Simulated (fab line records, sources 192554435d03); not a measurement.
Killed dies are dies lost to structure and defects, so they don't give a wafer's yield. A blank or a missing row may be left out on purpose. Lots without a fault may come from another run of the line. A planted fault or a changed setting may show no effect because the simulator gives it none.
Chamber matching | flow n5_finfet | N5_DUMMY_GATE_ALD_02 on ald_sin-01: 4 sister chambers
The step deposits SiO2, target thk 2 nm, pulse time 1 s. 4 wafers are shown with their chamber, then 9 later ones without.

WAFERS WITH THEIR CHAMBER
wafer  | chamber | heater_power_w (W)
L082.2 | 2       | 408
L083.2 | 0       | 500
L087.4 | 3       | 530
L087.6 | 1       | 445

WAFERS WITHOUT THEIR CHAMBER
wafer  | heater_power_w (W)
L088.1 | 442
L088.2 | 418
L088.5 | 406
L091.2 | 507
L091.3 | 408
L091.4 | 531
L096.1 | 502
L096.2 | 410
L096.3 | 454

WHICH CHAMBER EACH WENT THROUGH
wafer  | from the rows above | in truth
L088.1 | 1                   | 1
L088.2 | 2                   | 2
L088.5 | 2                   | 2
L091.2 | 0                   | 0
L091.3 | 2                   | 2
L091.4 | 3                   | 3
L096.1 | 0                   | 0
L096.2 | 2                   | 2
L096.3 | 1                   | 1
Placed correctly: 9 of 9. Can't be placed from these rows: 0. Placed wrongly: 0.
How it was worked out, from the rows above alone: a wafer's distance from a chamber is the root of the sum, over the readings, of the square of ((its reading less the chamber's mean) divided by the reading's scatter). The wafer belongs to the nearest chamber; if the next one is less than 2 further off, it can't be placed. A chamber's mean is the mean of its shown wafers. The scatter: with one shown wafer a chamber, the root of the mean of the squares of how far each hidden wafer lies from its nearest shown one.
